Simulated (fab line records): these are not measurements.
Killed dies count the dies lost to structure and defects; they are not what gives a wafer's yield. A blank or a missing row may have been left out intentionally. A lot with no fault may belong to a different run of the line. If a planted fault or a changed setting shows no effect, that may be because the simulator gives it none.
A struck lot beside a sound one | flow n5-finfet | 15 out of 1938 route steps
Sound: wafers L731.2, L731.5, L731.6. Wafers L730.1, L730.3 were the ones struck. The cause comes at the end.
Each step with rows lists, per side, the tool, then ch with its chambers, then its first start. Under that, the readings that differ: sound wafers | struck wafers | difference of the means | sigmas: that difference in standard deviations of wafers without a fault.
alike: readings whose means differ by less than 2 such deviations, and words and numbers that are the same on both sides. not compared: withheld readings, readings that some wafer has no value for, bounds like >300 that may hide the same value, and numbers for which the record gives no deviation and whose values overlap.
A row with sigmas, a row that says differs or no value, or rows on one side alone: a step with any of these is where the two part. Numbers that don't overlap but have no deviation are shown without sigmas and don't part them. A reading that every wafer of one side lacks parts them only if that side has two wafers or more.

N5_BEOL_M8_TRENCH_ETCH_37: etches SiCOH lowk in C4F6/O2, target depth 93.478 nm, time 31.2 s.
  sound: rie-diel-04 ch 0,2; struck: rie-diel-06 ch 0,2
  alike: C4F6_flow_sccm, O2_flow_sccm, drypump-motor-current-A, oes-product-au, rf-vpp-V, showerhead-plenum-p-Torr, throttle-valve-pct
  not compared: rf-hours-counter-h
N5_BEOL_M8_ETCH_41: etches SiCN in CH3F/O2, target depth 31.9 nm, time 57.8 s.
  sound: rie-diel-04 ch 0,2; struck: rie-diel-06 ch 0,2
  alike: O2_flow_sccm, drypump-motor-current-A, oes-product-au, rf-vpp-V, showerhead-plenum-p-Torr, throttle-valve-pct
  not compared: rf-hours-counter-h
then, 1 step without rows for these wafers: N5_BEOL_M8_STRIP_80 (strips in N2/H2, time 10 s).
N5_BEOL_M8_OCD_MEAS_38:
  sound on ocd-02, day 14 12:48; struck on ocd-02, day 14 05:32
  alike: trench-depth-nm
then, 4 steps without rows for these wafers: N5_BEOL_M8_HM_STRIP_39 (strips TiN in peroxide tin strip, target depth 25 nm, time 158 s); N5_BEOL_M8_SRD_40 (time 30 s); N5_BEOL_M8_PRECLEAN_42 (cleans in residue remover, time 60 s); N5_BEOL_M8_SRD_43 (time 30 s).
N5_BEOL_M8_CD_MEAS_35: target cd 40 nm.
  sound on cd-sem-02, day 14 12:58; struck on cd-sem-03, day 14 05:42
  alike: cd-nm
N5_BEOL_M8_CURE_75: cures SiCOH lowk, time 120 s.
  sound on uv-cure-02 ch 0, day 14 13:03; struck on uv-cure-02 ch 2, day 14 05:44
  alike: lamp-power-pct, wafer_temp_C_max
N5_BEOL_M8_DEGAS_44: time 60 s.
  sound on pvd-sputter-02, day 14 13:31; struck on pvd-sputter-01, day 14 06:05
  alike: heater-power-w
then, 1 step without rows for these wafers: N5_BEOL_M8_PRE_CLEAN_45 (time 30 s).
N5_BEOL_M8_ALD_77: deposits TaN, target thk 2 nm, pulse time 2 s, purge time 3 s.
  sound on ald-metal-01 ch 1,2,3, day 14 13:37; struck on ald-metal-04 ch 2,3, day 14 06:11
  reading          | sound | struck        | difference | sigmas
  purge-time-s (s) | 3 3 3 | 3.1401 3.1401 | +0.1401    |
  alike: heater-power-w
N5_BEOL_M8_SURFACE_TREAT_79:
  sound on pvd-sputter-02, day 14 13:57; struck on pvd-sputter-03, day 14 06:32
  alike: ar-flow-sccm
  not compared: throttle-valve-pct
-- record jumps: 3 days separate the struck wafers' starts on either side; left off in module BEOL_M8, taken up again in module PASSIVATION, whose first shown step is the route's number 1936 --
N5_PASSIVATION_PROBE_49:
  record: rows for the struck wafers here (prober-01, day 17 00:14), none for the sound ones

WHERE THEY PART
At N5_PASSIVATION_PROBE_49 and nowhere else, as far as this record goes.

WHY: what the simulator had put in
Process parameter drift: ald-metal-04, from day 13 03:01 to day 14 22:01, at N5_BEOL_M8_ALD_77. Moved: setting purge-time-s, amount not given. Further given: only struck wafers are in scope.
